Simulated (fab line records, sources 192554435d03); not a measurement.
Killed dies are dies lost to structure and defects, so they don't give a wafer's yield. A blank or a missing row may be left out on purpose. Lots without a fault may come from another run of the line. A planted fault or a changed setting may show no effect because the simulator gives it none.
Which tool did it? | flow n5_finfet | 9 lots, 27 wafers sampled, at 3 steps of a route of 1938

WHAT THE GAUGES READ, wafer by wafer
N5_SD_ACTIVATION_RS_MEAS_03: measures by four-point-probe.
lot  | measured    | on            | RS_SD_P (ohm/sq)
L120 | day 3 12:15 | film_metro-02 | 55.0 56.1 55.4
L127 | day 5 04:39 | film_metro-02 | 57.6 57.3 56.7
L128 | day 5 11:04 | film_metro-01 | 56.0 56.1 56.1
L130 | day 6 00:47 | film_metro-02 | 58.1 57.0 56.1
L131 | day 6 05:49 | film_metro-02 | 127.8 127.4 126.6
L132 | day 6 16:53 | film_metro-01 | 118.2 118.7 119.2
L133 | day 6 17:43 | film_metro-02 | 55.0 54.4 56.1
L140 | day 8 10:05 | film_metro-02 | 55.7 54.7 54.8
L141 | day 8 15:37 | film_metro-01 | 57.3 58.2 57.0

WHICH TOOL RAN EACH LOT (tool, then ch and the chambers of the sampled wafers, then the start)
lot  | N5_SD_EPI_N_DESCUM_14             | N5_SD_EPI_P_EPI_21
L120 | rie_diel-06 ch 1,2,3, day 3 03:37 | epi_rpcvd-01 ch 0, day 3 09:26
L127 | rie_diel-04 ch 2,3, day 4 19:38   | epi_rpcvd-04 ch 0, day 5 01:41
L128 | rie_diel-04 ch 0,1,2, day 5 01:36 | epi_rpcvd-04 ch 0, day 5 08:52
L130 | rie_diel-05 ch 1,2, day 5 16:02   | epi_rpcvd-04 ch 0, day 5 22:18
L131 | rie_diel-04 ch 1,2,3, day 5 20:25 | epi_rpcvd-04 ch 0, day 6 03:20
L132 | rie_diel-05 ch 1,2,3, day 6 07:02 | epi_rpcvd-04 ch 0, day 6 14:04
L133 | rie_diel-05 ch 0,1, day 6 08:45   | epi_rpcvd-03 ch 0, day 6 15:54
L140 | rie_diel-04 ch 1,3, day 8 00:58   | epi_rpcvd-01 ch 0, day 8 07:16
L141 | rie_diel-04 ch 2,3, day 8 06:18   | epi_rpcvd-01 ch 0, day 8 12:22
- N5_SD_EPI_N_DESCUM_14: chemistry O2, time 7.9 s.
- N5_SD_EPI_P_EPI_21: deposits SiGe:B, time 355 s.

THE ANSWER, worked out from the rows above alone
Rule: what is usual is taken from the lots themselves. Put in order of their means at a reading, lots are off if they are a third of the lots or fewer, leave a main group of 4 or more, and stand apart from it by a gap of 3 or more times the standard deviation of the main group's means; of several such gaps the widest counts. A main group whose means are all the same, to the digits that the tables above print for the reading, isn't used. A lot without any number at a reading at which 4 lots or more have one is off too. The other lots that the step has rows for count as sound.
Off: L131, L132, at N5_SD_ACTIVATION_RS_MEAS_03 (RS_SD_P). The main group: mean 56.2 ohm/sq, standard deviation 0.95.
A tool fits if, at a process step before that reading, it ran every lot that is off, and no sound lot after the first of them. The gauges at N5_SD_ACTIVATION_RS_MEAS_03 are tried like those tools. One fits: epi_rpcvd-04 at N5_SD_EPI_P_EPI_21. Its last sound lot is L130 (day 5 22:18), its first lot that is off L131 (day 6 03:20): a fault that began between those two fits.

WHAT THE SIMULATOR HAD PUT IN
Process parameter drift: epi_rpcvd-04, from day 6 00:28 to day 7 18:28, at N5_SD_EPI_P_EPI_21. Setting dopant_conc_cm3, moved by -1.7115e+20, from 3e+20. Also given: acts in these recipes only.
Lots struck among those shown: L131, L132. The rule above found the same.
